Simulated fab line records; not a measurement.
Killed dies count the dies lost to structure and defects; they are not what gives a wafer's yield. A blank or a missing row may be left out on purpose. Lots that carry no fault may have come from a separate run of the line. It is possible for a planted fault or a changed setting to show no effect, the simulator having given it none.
Split-lot trial	flow n5-finfet	7 lots, 21 wafers read, on a route of 1938 steps

== SPLIT DETAILS ==
At N5_BEOL_M2_HM_DEP_02 (deposits TiN, target thk 20 nm), the setting target-thk-a was moved away from the recipe's 200 angstrom on 7 of the 21 wafers read, by -11.5% to +6.9%. For the rest of the wafers, this setting stayed at what the recipe calls for.

== FROM THE SPLIT TO THE READING: what the file shows between them, 5 steps ==
- N5_BEOL_M2_COAT_73: time 60 s, resist thk 5 nm (also split here: temp-c)
- N5_BEOL_M2_COAT_05: resist thk 30 nm
- N5_BEOL_M2_EBR_07
- N5_BEOL_M2_STRIP_75: strips in N2/H2
- N5_BEOL_M2_STRIP_66: strips in CF4

== THE READING ==
etch.depth-nm (the simulator's own value, which no gauge read), in nm, at N5_BEOL_M2_HM_OPEN_17 (chemistry Cl2/BCl3, target TiN, target depth 20 nm, overetch 6 nm). There is no usual value for it anywhere in the file. Across the 14 wafers here that went through the recipe, the average is 19.91 nm and the standard deviation 0.29 nm.

wafer	tool, chamber at the split	target-thk-a as run, angstrom	against the recipe	etch.depth-nm, nm	against lot-mates on the recipe
L074.1	pvd-sputter-03, -	213.7	+6.9%	21	+0.96
L074.2	pvd-sputter-03, -	200	recipe	20.04	-
L074.5	pvd-sputter-03, -	200	recipe	20.03	-
L075.1	pvd-sputter-01, -	200	recipe	20.05	-
L075.2	pvd-sputter-01, -	189.4	-5.3%	18.96	-1.34
L075.6	pvd-sputter-01, -	200	recipe	20.55	-
L079.4	pvd-sputter-03, -	200	recipe	19.43	-
L079.5	pvd-sputter-03, -	200	recipe	20.32	-
L079.6	pvd-sputter-03, -	200	recipe	19.68	-
L080.1	pvd-sputter-02, -	200	recipe	19.91	-
L080.4	pvd-sputter-02, -	192.6	-3.7%	19.06	-0.96
L080.5	pvd-sputter-02, -	200	recipe	20.14	-
L085.1	pvd-sputter-03, -	200	recipe	19.66	-
L085.3	pvd-sputter-03, -	200	recipe	19.95	-
L085.6	pvd-sputter-03, -	200	recipe	19.73	-
L087.1	pvd-sputter-01, -	177.1	-11.5%	18.02	-1.56
L087.3	pvd-sputter-01, -	177.1	-11.5%	17.5	-2.08
L087.5	pvd-sputter-01, -	200	recipe	19.58	-
L096.1	pvd-sputter-01, -	191.7	-4.2%	18.98	-0.75
L096.3	pvd-sputter-01, -	200	recipe	19.73	-
L096.4	pvd-sputter-01, -	191.7	-4.2%	19.57	-0.16

THE FIT
A straight line over all 21 wafers: etch.depth-nm changes by +0.181 nm for each +1% of target-thk-a; r = +0.93; the points scatter about the line by 0.29 nm.
The same after taking each lot's own level away (the mean of its wafers on the recipe; 21 wafers): +0.161 nm for each +1%; r = +0.93; scatter 0.27 nm.
On that fit, the largest move of target-thk-a shifts the reading by 1.8 nm.
The span of the lots' own levels, 19.580 to 20.300 nm, comes to 2.5 times the standard deviation stated above.
In other words, the slope is changed by the lot-to-lot level; the two fits disagree.
Check: for one of the wafers moved furthest among these (-11.5%), held out of the fit, the line's prediction against its lot-mates is -2.02 nm. Against them it came out at -1.56 nm.

== OTHER SPLITS APPLIED TO THESE WAFERS ==
Note: prior to the reading, these wafers also went through further splits. Each is held against what the fit with the lots' levels taken away leaves over:
other split on the same wafers	wafers away from the commonest value	r with etch.depth-nm (lot level and that fit taken away)
N5_BEOL_M1_TRENCH_ETCH_37 time-s	6	-0.14
N5_BEOL_M2_COAT_73 temp-c	9	+0.13

== THE WHOLE CHAIN: every reading that the file lists as answering this split, in the file's order ==
step	what it does	reading	change (the file's fit)	r (the file's)
N5_BEOL_M2_HM_DEP_02	deposits TiN, target thk 20 nm	TiN_of_BEOL_M2_HM_DEP_02.thk-nm (the simulator's own value, which no gauge read)	+0.171 nm for each +1% of the setting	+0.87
N5_BEOL_M2_HM_OPEN_17	chemistry Cl2/BCl3, target TiN, target depth 20 nm, overetch 6 nm	etch.depth-nm (the simulator's own value, which no gauge read)	+0.169 nm for each +1% of the setting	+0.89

== FILE'S OWN FIT ==
etch.depth-nm changes by +0.169 nm for each +1% of target-thk-a, r = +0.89.
